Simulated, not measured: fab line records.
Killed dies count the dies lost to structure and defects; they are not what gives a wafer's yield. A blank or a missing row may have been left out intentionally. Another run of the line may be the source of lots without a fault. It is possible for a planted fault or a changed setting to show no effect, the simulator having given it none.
8D (eight disciplines) problem report, filled in by code    flow n5_finfet    the parts of the form that need people (team, actions taken, sign-off) are left out

## 1. THE ISSUE
Mean of time_to_endpoint_s at N5_ILD0_CMP_12: 56.9 s across 3 wafers in 3 lots; on wafers with no fault it is 28.2 s (standard deviation 2.2). That puts it +13 standard deviations away from the usual mean.
The step: polishes SiNx, stops on poly-Si, t overpolish 6 s, target thk 17.67 nm.
First seen on wafer L277.3, day 6 23:41, on cmp-01. At this step, 28 wafers from 10 lots have a number in the record. The rule behind "out" and "out of limits": a value lying over 4 standard deviations away from the usual mean. The other wafers with a number count as sound.

## 2. WHAT IT IS, WHAT IT ISN'T
question                     is                      is not
which readings at this step  time_to_endpoint_s      motor_current_A, overpolish_run_s, platen_rpm, slurry_flow_ml_min
which lots                   L277, L278, L279        L265, L267, L271, L275, L276, L287, L288
which wafers of those lots   L277.3, L278.6, L279.6  L277.4, L277.5, L278.2, L279.2
read on which tools          cmp-01                  cmp-02, cmp-03
when                         from day 6 23:41        up to then (17 sound wafers); but 8 sound wafers of L278, L279, L287, L288 came after

## 3. THE SUSPECTS, EACH WITH WHAT RULES IT OUT
Counting: any tool at a process step up to the reading remains a suspect provided it ran every lot that is out. Sound lots after the first of them don't rule it out here, since some wafers of a struck lot are sound.
- cmp-01 at N5_ILD0_CMP_12 (polishes SiNx, stops on poly-Si, t overpolish 6 s, target thk 17.67 nm): kept. It processed each lot that is out (first: L277, day 6 23:41); up to then, its last sound lot is L276 (day 6 12:30). Its own time_to_endpoint_s readings are out on those wafers.
Remaining after the count: cmp-01 at N5_ILD0_CMP_12.

## 4. THE CAUSE (what the simulator had put in)
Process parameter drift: cmp-01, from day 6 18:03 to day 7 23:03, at N5_ILD0_CMP_12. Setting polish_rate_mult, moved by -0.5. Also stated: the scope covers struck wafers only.
After counting, this tool was the only one left.

## 5. THE EFFECT CHAIN, in route order
Each row: a reading where the mean over the struck wafers with a number is more than 3 standard deviations away from the usual. Scope: only readings with a usual standard deviation given in the record; hours: median across lots of the time from each lot's start at the first step in this table that gives one to its start at this step; sigmas: change in usual standard deviations.
hours  step            reading             usual   on struck wafers  change  sigmas
0      N5_ILD0_CMP_12  time_to_endpoint_s  28.2 s  56.9              +28.7   +13
It contains these process steps:
- N5_ILD0_CMP_12: polishes SiNx, stops on poly-Si, t overpolish 6 s, target thk 17.67 nm.
Later measuring or inspecting steps at which every struck wafer that the step has a row for has a number for every such reading, and none has moved that far: N5_SDB_OVL_MEAS_12, N5_SDB_INSPECT_13, N5_BEOL_M4_RC_MEAS_101.

## 6. HOW IT WOULD HAVE BEEN CAUGHT EARLIER
In this record no reading fell out of limits until day 6 23:41, 6 hours after the fault had begun at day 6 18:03.
